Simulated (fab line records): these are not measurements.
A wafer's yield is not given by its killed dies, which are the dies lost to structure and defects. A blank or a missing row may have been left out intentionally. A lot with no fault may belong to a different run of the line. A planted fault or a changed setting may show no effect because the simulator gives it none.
fab line records | flow n5Finfet
record lots=13 wafers=39 lastDay=18
route steps=1938 shown BEOL_M3@950 BEOL_M4@1111
lots that met no fault: taken from a fault-free run of the same line
startH: the number of hours between the record's first day and the start of the first shown wafer of the lot | waitH: hours since the lot's step before | " the same as in the row above | L1.1+2: one row covering several wafers at once | - no value, or no start was given | * or withheld: withheld | < > ~ a bound
route shown NAME@n: NAME is a module with steps in the file, n the number in the route of the first one | usual: average and standard deviation across the fault-free wafers | same: alike in all rows | chamber/n: place in a boat | sites: per-site readings | _std_site: standard deviation of those values | _edge_site: mean of outer sites minus mean of inner sites | radiusMm: for every site, how far away it sits from the centre of the wafer | mask NAME#n: copy n | behind: the tool/chamber that last shaped the wafer | hold: cause of the lot's hold/its duration in hours/its outcome | device: which transistor (n, p or np) failed to switch | end of line: the route-end tests of the same wafers | a step without rows: its recipe alone | killed: dies lost to structure and defects at the first sort, not the wafer's yield | map: shows each die of a wafer: x if killed, . if not, _ if none is there
set.NAME: setting as actually run; set.NAME@STEP: the setting as run at that earlier step | model.NAME: the simulator's own value behind a step, which no gauge read
steps of the route over a sample of lots; a table a step, a row a wafer
services: the hour from which a tool's chamber was out of use, counted from the record's first day as startH (under 0 if before that day), plus the number of hours and why
## steps
# step N5_BEOL_M3_ETCH_64
# recipe chemistry=N2/H2 target=SOC targetDepthA=750 overetchA=150 maskMaterial=SiARC tempC=40 timeS=112.5 ionEnergyEv=200 pressureMtorr=30 sourceW=840 biasW=150 n2FlowSccm=200 h2FlowSccm=200
# usual drypumpMotorCurrentA=5.81/0.24 n2FlowSccm=200.0/0.59 oesProductAu=0.62/0.069 rfVppV=524.5/2.4 showerheadPlenumPTorr=2.57/0.082 throttleValvePct=17.8/0.34
# columns lot.wafer tool chamber startH waitH drypumpMotorCurrentA n2FlowSccm oesProductAu rfHoursCounterH rfVppV showerheadPlenumPTorr throttleValvePct
L807.3 rieDiel-03 2 145.61 0.0 5.70 199.9 0.71 37 528.2 2.70 17.4
L807.4 " 3 " " 5.45 199.9 0.64 108 521.7 2.48 18.1
L807.6 " 0 " " 5.63 199.0 0.73 - 525.7 2.62 17.8
L808.1 rieDiel-05 3 153.74 0.0 5.63 199.9 0.72 15 524.9 2.58 17.6
L808.3 " 2 " " 6.07 200.5 0.57 189 520.8 2.44 18.2
L808.5 " 2 " " 6.05 200.3 0.56 - 521.7 2.44 18.2
L809.3 rieDiel-05 2 162.99 0.0 6.09 200.1 0.55 193 520.0 2.43 18.2
L809.5 " 2 " " 6.08 200.5 0.56 - 520.0 2.43 18.2
L809.6 " 3 " " 5.61 199.9 0.72 - 525.5 2.58 17.6
L811.3 rieDiel-05 1 175.56 0.0 5.94 199.7 0.55 207 525.0 2.63 18.2
L811.5 " 3 " " 5.63 199.6 0.70 - 525.5 2.58 17.6
L811.6 " 1 " " 5.92 200.1 0.55 - 525.5 2.63 18.2
L812.2 rieDiel-03 0 192.73 0.0 5.60 199.6 0.71 40 525.0 2.61 17.9
L812.3 " 1 " " 6.35 199.1 0.58 168 526.2 2.64 17.5
L812.6 " 2 " " 5.71 200.6 0.69 - 526.9 2.69 17.4
L813.1 rieDiel-05 1 194.04 0.0 5.92 200.0 0.55 213 525.7 2.62 18.2
L813.2 " 2 " " 6.04 199.8 0.56 204 520.7 2.43 18.2
L813.3 " 0 " " 5.60 199.9 0.76 5 526.3 2.60 17.3
L814.1 rieDiel-03 0 194.30 0.0 5.63 199.1 0.71 40 525.5 2.61 17.9
L814.3 " 2 " " 5.72 200.2 0.69 53 526.8 2.69 17.4
L814.6 " 1 " " 6.33 199.9 0.57 - 527.9 2.64 17.5
L815.4 rieDiel-06 1 195.21 0.0 5.39 200.2 0.60 159 526.8 2.65 18.0
L815.5 " 1 " " 5.41 199.0 0.60 - 527.2 2.65 18.0
L815.6 " 2 " " 5.86 199.4 0.59 - 523.1 2.54 18.1
L816.3 rieDiel-03 2 199.14 0.0 5.70 200.5 0.69 55 528.8 2.69 17.4
L816.4 " 3 " " 5.46 200.3 0.63 121 521.6 2.47 18.1
L816.6 " 2 " " 5.73 200.3 0.69 - 527.2 2.69 17.4
L821.1 rieDiel-06 3 241.52 0.0 5.85 200.3 0.67 74 523.3 2.46 17.3
L821.3 " 1 " " 5.41 200.1 0.59 173 527.3 2.64 18.0
L821.6 " 3 " " 5.86 201.3 0.66 - 521.4 2.46 17.3
L822.3 rieDiel-06 1 244.71 0.0 5.44 200.3 0.59 175 527.5 2.64 18.0
L822.4 " 3 " " 5.87 198.6 0.66 75 520.4 2.46 17.3
L822.6 " 3 " " 5.88 199.6 0.66 - 522.1 2.46 17.3
L823.2 rieDiel-05 1 246.20 0.0 5.90 200.0 0.54 230 524.9 2.62 18.2
L823.4 " 1 " " 5.94 200.0 0.54 - 525.5 2.62 18.2
L823.6 " 2 " " 6.05 200.1 0.54 - 520.6 2.42 18.2
L827.3 rieDiel-03 3 270.79 0.0 5.46 199.4 0.61 145 521.7 2.46 18.1
L827.4 " 2 " " 5.71 199.2 0.66 - 527.9 2.68 17.5
L827.5 " 3 " " 5.46 199.0 0.61 - 523.6 2.46 18.1
# step N5_BEOL_M3_ETCH_70
# recipe chemistry=N2/H2 target=SOC targetDepthA=800 overetchA=160 maskMaterial=SiARC tempC=40 timeS=120 ionEnergyEv=200 pressureMtorr=30 sourceW=840 biasW=150 n2FlowSccm=200 h2FlowSccm=200
# usual drypumpMotorCurrentA=5.78/0.26 n2FlowSccm=200.1/0.61 oesProductAu=0.60/0.056 rfVppV=524.4/2.4 showerheadPlenumPTorr=2.56/0.081 throttleValvePct=17.8/0.32
# columns lot.wafer tool chamber startH waitH drypumpMotorCurrentA n2FlowSccm oesProductAu rfHoursCounterH rfVppV showerheadPlenumPTorr throttleValvePct
L807.3 rieDiel-06 0 148.11 0.0 6.09 200.2 0.55 199 522.1 2.51 17.8
L807.4 " 3 " " 5.87 201.2 0.66 43 521.5 2.47 17.3
L807.6 " 1 " " 5.42 199.1 0.59 - 526.7 2.65 18.0
L808.1 rieDiel-06 3 161.08 0.0 5.86 200.2 0.66 47 523.4 2.47 17.3
L808.3 " 0 " " 6.08 199.4 0.55 204 523.7 2.51 17.8
L808.5 " 2 " " 5.83 199.7 0.58 - 524.3 2.55 18.1
L809.3 rieDiel-05 1 169.36 0.0 5.93 200.3 0.54 205 526.3 2.63 18.2
L809.5 " 1 " " 5.93 200.2 0.54 - 527.2 2.63 18.2
L809.6 " 3 " " 5.65 199.9 0.69 - 525.8 2.58 17.6
L811.3 rieDiel-06 0 181.90 0.0 6.05 198.8 0.55 210 524.7 2.51 17.8
L811.5 " 1 " " 5.41 199.2 0.59 - 526.3 2.65 18.0
L811.6 " 2 " " 5.82 200.0 0.57 - 524.9 2.55 18.1
L812.2 rieDiel-05 1 199.39 0.0 5.93 200.3 0.54 215 525.9 2.62 18.2
L812.3 " 2 " " 6.01 200.7 0.55 206 520.0 2.43 18.2
L812.6 " 1 " " 5.95 200.5 0.53 - 525.5 2.62 18.2
L813.1 rieDiel-03 0 200.73 0.0 5.61 200.4 0.68 43 524.9 2.61 17.9
L813.2 " 3 " " 5.49 199.8 0.60 122 521.2 2.47 18.1
L813.3 " 2 " " 5.72 200.6 0.66 55 529.0 2.69 17.4
L814.1 rieDiel-06 3 205.44 0.0 5.84 200.1 0.65 62 520.8 2.46 17.3
L814.3 " 1 " " 5.41 199.3 0.58 162 525.5 2.64 18.0
L814.6 " 0 " " 6.12 200.6 0.55 - 522.5 2.50 17.9
L815.4 rieDiel-03 3 206.30 0.0 5.48 200.7 0.60 124 520.6 2.47 18.1
L815.5 " 3 " " 5.46 200.3 0.61 - 522.4 2.47 18.1
L815.6 " 0 " " 5.58 200.1 0.69 - 524.5 2.61 17.9
L816.3 rieDiel-03 0 209.37 0.0 5.59 200.3 0.68 46 524.4 2.61 17.9
L816.4 " 2 " " 5.71 199.9 0.67 58 527.9 2.69 17.4
L816.6 " 0 " " 5.57 200.4 0.67 - 525.9 2.61 17.9
L821.1 rieDiel-03 0 245.48 0.0 5.61 200.2 0.66 57 526.7 2.60 17.9
L821.3 " 3 " " 5.47 200.5 0.60 135 520.6 2.47 18.1
L821.6 " 1 " " 6.31 199.7 0.54 - 528.6 2.64 17.6
L822.3 rieDiel-06 0 250.24 0.0 6.10 200.4 0.54 232 523.7 2.50 17.9
L822.4 " 1 " " 5.41 199.8 0.57 177 525.6 2.64 18.0
L822.6 " 2 " " 5.85 201.0 0.56 - 523.7 2.54 18.2
L823.2 rieDiel-05 3 250.30 0.0 5.63 200.6 0.66 42 525.1 2.57 17.7
L823.4 " 0 " " 5.66 201.0 0.69 25 525.9 2.59 17.3
L823.6 " 2 " " 6.05 199.9 0.53 - 518.6 2.42 18.2
L827.3 rieDiel-03 0 295.09 0.0 5.60 200.8 0.64 78 524.1 2.59 17.9
L827.4 " 1 " " 6.30 200.4 0.54 201 526.4 2.63 17.6
L827.5 " 2 " " 5.72 199.5 0.63 - 527.8 2.67 17.5
# step N5_BEOL_M3_ETCH_41
# recipe chemistry=CH3F/O2 target=SiCN targetDepthA=299 taperDeg=2 timeS=52.5 ionEnergyEv=120 maskMaterial=TiN pressureMtorr=30 sourceW=395 biasW=75 Ar_flow_sccm=150 CH3F_flow_sccm=30 O2_flow_sccm=20
# usual drypumpMotorCurrentA=5.77/0.27 oesProductAu=0.79/0.077 rfVppV=297.7/1.4 showerheadPlenumPTorr=2.01/0.067 throttleValvePct=16.28/0.27
# columns lot.wafer tool chamber startH waitH drypumpMotorCurrentA oesProductAu rfHoursCounterH rfVppV showerheadPlenumPTorr throttleValvePct
L807.3 rieDiel-06 0 - - 6.10 0.72 199 297.2 2.00 16.51
L807.4 " 3 " " 5.83 0.88 43 296.5 1.95 15.91
L807.6 " 1 " " 5.41 0.77 - 298.7 2.07 16.29
L808.1 rieDiel-06 3 - - 5.85 0.88 47 296.3 1.95 15.90
L808.3 " 0 " " 6.08 0.73 204 297.5 2.00 16.54
L808.5 " 2 " " 5.85 0.76 - 297.8 1.99 16.43
L809.3 rieDiel-05 1 - - 5.92 0.70 205 299.4 2.07 16.66
L809.5 " 1 " " 5.94 0.70 - 299.5 2.07 16.67
L809.6 " 3 " " 5.63 0.92 - 297.6 2.03 16.17
L811.3 rieDiel-06 0 - - 6.11 0.71 210 297.3 1.99 16.55
L811.5 " 1 " " 5.42 0.76 - 298.3 2.07 16.33
L811.6 " 2 " " 5.84 0.75 - 298.6 1.99 16.43
L812.2 rieDiel-05 1 - - 5.92 0.69 215 299.1 2.07 16.69
L812.3 " 2 " " 6.07 0.69 206 296.3 1.90 16.64
L812.6 " 1 " " 5.92 0.69 - 298.8 2.07 16.70
L813.1 rieDiel-03 0 - - 5.62 0.90 43 298.4 2.04 16.09
L813.2 " 3 " " 5.45 0.79 122 295.3 1.93 16.42
L813.3 " 2 " " 5.71 0.88 56 298.2 2.13 16.01
L814.1 rieDiel-06 3 - - 5.89 0.84 62 296.3 1.94 15.96
L814.3 " 1 " " 5.40 0.75 163 299.6 2.07 16.34
L814.6 " 0 " " 6.09 0.71 - 296.7 1.99 16.56
L815.4 rieDiel-03 3 - - 5.45 0.80 124 297.3 1.93 16.42
L815.5 " 3 " " 5.43 0.80 - 296.1 1.93 16.42
L815.6 " 0 " " 5.61 0.90 - 298.4 2.04 16.11
L816.3 rieDiel-03 0 - - 5.62 0.89 46 297.4 2.04 16.10
L816.4 " 2 " " 5.71 0.87 58 299.0 2.13 16.00
L816.6 " 0 " " 5.62 0.89 - 299.4 2.04 16.10
L821.1 rieDiel-03 0 - - 5.60 0.87 57 298.5 2.03 16.12
L821.3 " 3 " " 5.46 0.78 135 295.5 1.93 16.45
L821.6 " 1 " " 6.35 0.71 - 299.1 2.07 16.05
L822.3 rieDiel-06 0 - - 6.10 0.70 233 297.2 1.99 16.60
L822.4 " 1 " " 5.41 0.74 177 298.7 2.06 16.37
L822.6 " 2 " " 5.84 0.74 - 297.2 1.98 16.50
L823.2 rieDiel-05 3 - - 5.61 0.88 42 298.0 2.03 16.20
L823.4 " 0 " " 5.67 0.90 25 298.3 2.04 15.82
L823.6 " 2 " " 6.07 0.59 - 296.2 1.90 16.67
L827.3 rieDiel-03 0 - - 5.61 0.84 78 296.5 2.03 16.18
L827.4 " 1 " " 6.30 0.69 201 299.3 2.07 16.07
L827.5 " 2 " " 5.72 0.83 - 299.5 2.12 16.07
# step N5_BEOL_M3_OCD_MEAS_38
# usual trenchDepthNm=55.5/1
# columns lot.wafer tool chamber startH waitH trenchDepthNm
L807.3 ocd-02 - 148.47 - 54.6
L807.4 " - " " 55.3
L807.6 " - " " 54.8
L808.1 ocd-01 - 161.44 - 55.7
L808.3 " - " " 54.4
L808.5 " - " " 55.6
L809.3 ocd-01 - 169.71 - 55.0
L809.5 " - " " 55.2
L809.6 " - " " 57.2
L811.3 ocd-02 - 182.26 - 55.8
L811.5 " - " " 56.3
L811.6 " - " " 56.7
L812.2 ocd-02 - 199.75 - 55.2
L812.3 " - " " 55.5
L812.6 " - " " 54.8
L813.1 ocd-01 - 201.08 - 56.7
L813.2 " - " " 56.0
L813.3 " - " " 56.4
L814.1 ocd-01 - 205.79 - 55.4
L814.3 " - " " 55.4
L814.6 " - " " 55.3
L815.4 ocd-02 - 206.66 - 55.7
L815.5 " - " " 56.4
L815.6 " - " " 56.4
L816.3 ocd-01 - 209.73 - 56.9
L816.4 " - " " 55.6
L816.6 " - " " 56.8
L821.1 ocd-01 - 245.84 - 56.6
L821.3 " - " " 55.6
L821.6 " - " " 53.4
L822.3 ocd-01 - 250.60 - 54.0
L822.4 " - " " 55.4
L822.6 " - " " 56.2
L823.2 ocd-02 - 250.66 - 56.4
L823.4 " - " " 55.1
L823.6 " - " " 43.3
L827.3 ocd-02 - 295.44 - 56.2
L827.4 " - " " 54.3
L827.5 " - " " 55.6
# step N5_BEOL_M3_SPUTTER_48
# recipe material=Cu targetThkA=45 tempC=-20 chamberPressurePa=0.07 powerW=withheld timeS=8.29
# usual throttleValvePct=29.9/0.95
# columns lot.wafer tool chamber startH waitH throttleValvePct
L807.3 pvdSputter-01 - 150.64 1.0 30.3
L807.4 " - " " 30.0
L807.6 " - " " 29.6
L808.1 pvdSputter-02 - 162.90 0.1 29.3
L808.3 " - " " 30.2
L808.5 " - " " 31.8
L809.3 pvdSputter-03 - 172.55 1.7 28.3
L809.5 " - " " 28.4
L809.6 " - " " 29.5
L811.3 pvdSputter-02 - 183.26 0.2 31.7
L811.5 " - " " 29.4
L811.6 " - " " 31.7
L812.2 pvdSputter-02 - 201.56 0.1 30.2
L812.3 " - " " 31.9
L812.6 " - " " 30.3
L813.1 pvdSputter-02 - 203.58 0.1 31.7
L813.2 " - " " 30.3
L813.3 " - " " 30.7
L814.1 pvdSputter-03 - 207.14 0.1 30.2
L814.3 " - " " 28.3
L814.6 " - " " 30.3
L815.4 pvdSputter-01 - 207.95 0.0 30.9
L815.5 " - " " 30.5
L815.6 " - " " 29.8
L816.3 pvdSputter-03 - 211.32 0.5 30.3
L816.4 " - " " 29.7
L816.6 " - " " 28.2
L821.1 pvdSputter-03 - 247.05 0.3 28.4
L821.3 " - " " 29.7
L821.6 " - " " 28.2
L822.3 pvdSputter-03 - 251.58 0.2 29.5
L822.4 " - " " 29.3
L822.6 " - " " 30.2
L823.2 pvdSputter-02 - 252.02 0.1 29.5
L823.4 " - " " 30.6
L823.6 " - " " 29.1
L827.3 pvdSputter-01 - 296.38 0.1 30.6
L827.4 " - " " 29.0
L827.5 " - " " 30.9
# step N5_BEOL_M4_RC_MEAS_101
# usual CHAIN_V2_max_site=239/8.9 CHAIN_V3_max_site=241/9.6 DIBL_N=36.0/2 DIBL_P=36.2/2.2 IOFF_N=0.16/0.034 IOFF_P=0.21/0.04 ION_N=675/12 ION_P=463/7.2 SS_N=71.6/0.6 SS_P=73.3/0.67 VT_N=250/3 VT_P=-251/3.4
# columns lot.wafer tool chamber startH waitH CHAIN_V2_max_site[ohm/link] CHAIN_V3_max_site[ohm/link] DIBL_N[mV/V] DIBL_P[mV/V] IOFF_N[nA/um] IOFF_P[nA/um] ION_N[uA/um] ION_P[uA/um] SS_N[mV/dec] SS_P[mV/dec] VT_N[mV] VT_P[mV]
L807.3 prober-02 0 169.71 0.3 237 241 37.7 36.6 0.17 0.21 670 452 72.3 74.3 251 -252
L807.4 " 0 " " 249 257 35.6 34.6 0.12 0.18 662 457 72.2 73.1 253 -255
L807.6 " 0 " " 231 244 35.6 34.4 0.14 0.18 650 451 71.8 73.6 250 -256
L808.1 prober-01 0 178.60 0.0 219 236 38.6 39.1 0.22 0.26 692 468 71.6 73.7 248 -250
L808.3 " 0 " " 249 258 37.0 37.7 0.19 0.24 684 467 71.2 73.8 246 -248
L808.5 " 0 " " 233 232 36.2 36.8 0.18 0.22 683 464 71.8 73.9 245 -250
L809.3 prober-02 0 188.79 0.3 247 240 33.9 35.7 0.13 0.18 667 460 71.1 73.1 251 -252
L809.5 " 0 " " 256 230 35.8 37.6 0.15 0.19 680 460 71.4 73.6 248 -253
L809.6 " 0 " " 230 242 33.0 34.6 0.11 0.16 648 445 71.1 72.9 255 -255
L811.3 prober-02 0 198.35 0.3 229 256 35.2 35.2 0.14 0.18 681 460 71.1 73.5 251 -251
L811.5 " 0 " " 236 256 36.7 36.1 0.16 0.18 673 455 71.7 72.3 251 -254
L811.6 " 0 " " 236 230 34.6 35.2 0.13 0.17 665 461 70.6 72.1 250 -252
L812.2 prober-02 0 215.35 0.2 234 240 34.2 32.2 0.12 0.14 656 450 71.6 72.6 253 -257
L812.3 " 0 " " 232 253 31.3 29.9 0.10 0.12 651 447 70.8 72.2 254 -256
L812.6 " 0 " " 241 241 34.5 33.6 0.13 0.16 661 454 70.8 72.6 250 -257
L814.1 prober-01 0 217.68 0.0 237 237 38.6 39.9 0.24 0.29 697 474 72.4 74.3 242 -245
L814.3 " 0 " " 232 244 36.6 37.6 0.20 0.25 680 462 71.6 73.6 245 -248
L814.6 " 0 " " 239 243 37.7 38.0 0.22 0.26 693 470 72.3 73.6 245 -248
L813.1 prober-02 0 217.79 0.0 244 234 35.0 36.6 0.15 0.19 669 457 71.6 72.8 250 -255
L813.2 " 0 " " 239 240 35.8 36.6 0.16 0.18 675 455 72.2 73.2 249 -254
L813.3 " 0 " " 247 247 33.0 33.8 0.13 0.15 671 454 70.9 72.9 252 -257
L815.4 prober-01 0 221.73 0.5 232 229 36.0 34.2 0.13 0.16 669 453 71.8 73.8 254 -255
L815.5 " 0 " " 245 247 38.7 37.7 0.18 0.20 673 453 72.5 73.7 253 -253
L815.6 " 0 " " 237 238 37.0 36.6 0.14 0.19 679 460 72.0 73.5 252 -254
L816.3 prober-01 0 227.74 0.3 236 248 34.5 35.0 0.14 0.21 673 467 70.8 72.9 249 -248
L816.4 " 0 " " 254 243 34.3 34.6 0.13 0.20 668 465 70.4 72.5 252 -251
L816.6 " 0 " " 232 244 34.4 34.0 0.13 0.18 670 460 71.1 72.6 252 -251
L822.3 prober-01 0 268.27 0.3 249 250 35.6 35.2 0.16 0.23 679 463 71.4 73.3 251 -246
L822.4 " 0 " " 237 250 39.0 39.3 0.24 0.31 697 477 72.2 74.0 246 -245
L822.6 " 0 " " 254 264 35.0 34.8 0.16 0.22 673 461 71.5 73.1 249 -247
L821.1 prober-02 0 268.85 0.0 230 254 34.6 34.6 0.13 0.19 669 464 71.6 72.6 253 -252
L821.3 " 0 " " 242 241 37.4 38.7 0.17 0.25 674 462 72.4 74.2 249 -248
L821.6 " 0 " " 227 235 34.8 35.9 0.13 0.21 665 458 72.0 73.4 253 -250
L823.2 prober-01 0 269.60 0.2 242 244 37.9 38.1 0.19 0.26 691 474 72.3 73.6 248 -245
L823.4 " 0 " " 246 236 37.9 37.8 0.19 0.26 697 472 72.0 73.1 245 -245
L823.6 " 0 " " ~571 ~571 36.9 36.9 0.17 0.23 681 464 71.6 73.2 248 -249
L827.3 prober-02 0 309.24 0.3 259 243 38.0 38.2 0.18 0.23 675 462 71.4 74.1 250 -248
L827.4 " 0 " " 241 251 38.9 39.1 0.20 0.27 683 470 72.0 74.2 248 -247
L827.5 " 0 " " 243 229 38.2 38.4 0.18 0.23 682 469 72.5 74.7 248 -247
## services
# columns tool chamber startH hours kind
rieDiel-05 0 154.46 - clean
rieDiel-05 0 154.46 - consumableReplace:focusRing
rieDiel-05 0 154.46 21.4 scheduledDown
rieDiel-05 0 154.46 21.4 ventCycle
rieDiel-03 - 157.42 0.6 repair
rieDiel-03 3 181.91 13.3 repair
rieDiel-05 3 199.25 6.7 repair
rieDiel-05 - 215.61 0.7 repair
rieDiel-05 3 239.24 9.6 repair
rieDiel-06 2 252.13 10.8 repair
rieDiel-06 0 256.55 7.3 repair
rieDiel-06 1 257.61 3.4 repair
rieDiel-03 1 264.32 8.9 repair
rieDiel-05 - 264.84 14.6 pm
pvdSputter-01 - 272.12 7.8 repair
rieDiel-06 3 291.33 1.9 repair
## key
firstSign step=N5_BEOL_M3_OCD_MEAS_38 reading=trenchDepthNm direction=down sigmas=12 usual=55.5 struck=43.3
effect step=N5_BEOL_M4_RC_MEAS_101 reading=CHAIN_V2_max_site direction=up sigmas=37 usual=239 struck=~571
effect step=N5_BEOL_M4_RC_MEAS_101 reading=CHAIN_V3_max_site direction=up sigmas=34 usual=241 struck=~571
metAt N5_BEOL_M3_ETCH_64
struckLots L823
struckWafers L823.6
sortLeftOut L823.6
notActingAt N5_BEOL_M3_ETCH_70,N5_BEOL_M3_ETCH_41,N5_BEOL_M3_SPUTTER_48
onsetBetween 194.04 246.20
fault kind=processParameterDrift tool=rieDiel-05 chamber=- onsetH=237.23 steps=N5_BEOL_M3_ETCH_64 channel=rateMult offset=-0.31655 shape=step endH=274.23 scope=struckWafersOnly
# sortLeftOut: the simulated sort isn't trusted on such a fault, so these wafers' sort isn't shown, and their yield isn't known
